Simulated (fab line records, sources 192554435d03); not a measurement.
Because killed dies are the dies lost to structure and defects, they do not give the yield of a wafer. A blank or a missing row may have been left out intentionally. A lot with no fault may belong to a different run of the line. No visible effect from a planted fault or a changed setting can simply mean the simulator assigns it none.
A lot that was struck, set against a sound lot	flow n5 finfet	39 out of 1938 route steps
Sound: the wafers L501.1, L501.2, L501.4. Wafers L507.1, L507.4, L507.5 were the ones struck. Last of all comes the cause.
Order at every step that has rows: each side's tool, ch and its chambers, its first start. Under that, the readings that differ: sound wafers	struck wafers	difference of the means	sigmas: that difference in standard deviations of wafers without a fault.
alike: a reading whose means differ by less than 2 such deviations, as well as words and numbers matching on both sides. not compared: withheld readings; readings where some wafer has no value; bounds like >300 that might hide an equal value; numbers whose values overlap and for which the record gives no deviation.
Wherever a step has rows on one side only, a row that says differs or no value, or a row with sigmas, the two part there. Non-overlapping numbers with no deviation appear without sigmas and do not part them. A reading missing from all wafers of one side parts the sides only when that side holds two or more wafers.

first, 9 steps without rows for these wafers: N5_PMOS_HMC_CHANNEL_EPI_EPI_20 (deposits SiGe30, target thk 59 nm); N5_PMOS_HMC_CHANNEL_EPI_HM_STRIP_35 (strips SiO2 in dHF, material SiO2, target depth 39.6 nm, time 216 s); N5_PMOS_HMC_CHANNEL_EPI_SRD_39 (time 30 s); N5_PMOS_HMC_CHANNEL_EPI_CMP_21 (polishes SiGe30, target thk 54 nm); N5_PMOS_HMC_CHANNEL_EPI_PRECLEAN_40 (cleans in DHF, time 30 s); N5_PMOS_HMC_CHANNEL_EPI_PRECLEAN_37 (cleans in O3/DIW, time 45 s); N5_PMOS_HMC_CHANNEL_EPI_PRECLEAN_24 (cleans in DHF, time 30 s); N5_PMOS_HMC_CHANNEL_EPI_SRD_25 (time 30 s); N5_PMOS_HMC_CHANNEL_EPI_EPI_26 (deposits Si from SiH4/H2, target thk 3.8 nm, time 22.7 s).
N5_FIN_SAQP_PRECLEAN_42: cleans in O3/DIW, time 60 s.
  sound on wet bench-05 ch 0,1,2, day 3 10:03; struck on wet bench-05 ch 1,2,3, day 4 21:25
then, 18 steps without rows for these wafers: N5_FIN_SAQP_PRECLEAN_00 (cleans in SC1, time 60 s); N5_FIN_SAQP_PRECLEAN_44 (cleans in SC2, time 45 s); N5_FIN_SAQP_SRD_01 (time 30 s); N5_FIN_SAQP_ALD_61 (deposits SiO2, target thk 4 nm, pulse time 1 s, purge time 2 s); N5_FIN_SAQP_DENSIFY_62 (time 60 s); N5_FIN_SAQP_HM_DEP_03 (deposits SiNx from SiH4/NH3/N2, target thk 38 nm, time 33.6 s); N5_FIN_SAQP_PECVD_47 (deposits a-Si from SiH4/He, target thk 45 nm, time 36.3 s); N5_FIN_SAQP_PECVD_48 (deposits SiNx from SiH4/NH3/N2, target thk 25 nm, time 22.1 s); N5_FIN_SAQP_PECVD_06 (deposits a-Si from SiH4/He, target thk 60 nm, time 48.1 s); N5_FIN_SAQP_HM_DEP_72 (deposits SiO2 from SiH4/N2O, target thk 12 nm, time 7.2 s); N5_FIN_SAQP_COAT_49 (time 60 s, resist thk 100 nm); N5_FIN_SAQP_COAT_50 (time 60 s, resist thk 35 nm); N5_FIN_SAQP_COAT_10 (resist thk 90 nm); N5_FIN_SAQP_EBR_12; N5_FIN_SAQP_SOFTBAKE_11 (time 60 s); N5_FIN_SAQP_EXPOSE_13 (exposes mask FIN CORE, target cd 35.6 nm); N5_FIN_SAQP_PEB_14 (peb time 60 s); N5_FIN_SAQP_DEVELOP_15 (develop time 30 s).
N5_FIN_SAQP_INSPECT_18: inspects for defects (brightfield).
  struck on defect inspect-02, day 5 00:08; sound on defect inspect-02, day 3 11:47
reading	sound	struck	difference	sigmas
raw defect count	422 354 386	1302 1337 1349	+942	+9
then, 6 steps without rows for these wafers: N5_FIN_SAQP_DESCUM_21 (chemistry O2, time 7.9 s); N5_FIN_SAQP_ETCH_51 (etches SiARC in CF4, target depth 45.5 nm, time 75.8 s); N5_FIN_SAQP_ETCH_52 (etches SOC in N2/H2, target depth 100 nm, overetch 20 nm, time 150 s); N5_FIN_SAQP_STRIP_53 (strips in N2/H2); N5_FIN_SAQP_HM_OPEN_73 (chemistry CHF3/O2, target SiO2, stops on a-Si, target depth 12 nm, time 16.8 s); N5_FIN_SAQP_STRIP_74 (strips in CHF3/O2).
N5_FIN_SAQP_INSPECT_40: inspects for defects (brightfield).
  struck on defect inspect-01, day 5 05:23; sound on defect inspect-02, day 3 16:35
reading	sound	struck	difference	sigmas
raw defect count	206 205 138	1221 1195 1234	+1034	+18
N5_FIN_CUT_INSPECT_10: inspects for defects (brightfield).
  struck on defect inspect-01, day 5 05:47; sound on defect inspect-02, day 3 16:59
reading	sound	struck	difference	sigmas
raw defect count	33 33 19	1043 1035 1019	+1004	+99 or more
-- here the record skips 6 days between the struck wafers' starts before and after, leaving off in module FIN_CUT and picking up in module BEOL_M4 (first step shown: number 1111 of the route) --
N5_BEOL_M4_RC_MEAS_101:
  sound on prober-02 ch 0, day 9 08:16; struck on prober-02 ch 0, day 11 00:00
reading	sound	struck	difference	sigmas
ION_P (uA/um)	474 462 464	443 447 451	-20	-3
SS_N (mV/dec)	70.8 70.5 71.0	72.0 72.4 71.4	+1.2	+2
VT_P (mV)	-245 -247 -247	-259 -255 -255	-10	-3
  alike: DIBL_N, DIBL_P, IOFF_N, IOFF_P, ION_N, SS_P, VT_N
-- a jump in the record: the struck wafers' starts before and after are 4 days apart (it breaks off in module BEOL_M4 and resumes in module PASSIVATION, where the first step shown is number 1936 of the route) --
N5_PASSIVATION_PROBE_49:
  the record has rows for the struck wafers here (prober-01, day 15 11:29) and none for the sound ones

## WHERE THEY PART
Earliest at N5_FIN_SAQP_INSPECT_18; latest, in this record, at N5_PASSIVATION_PROBE_49.

WHY: what the simulator had put in
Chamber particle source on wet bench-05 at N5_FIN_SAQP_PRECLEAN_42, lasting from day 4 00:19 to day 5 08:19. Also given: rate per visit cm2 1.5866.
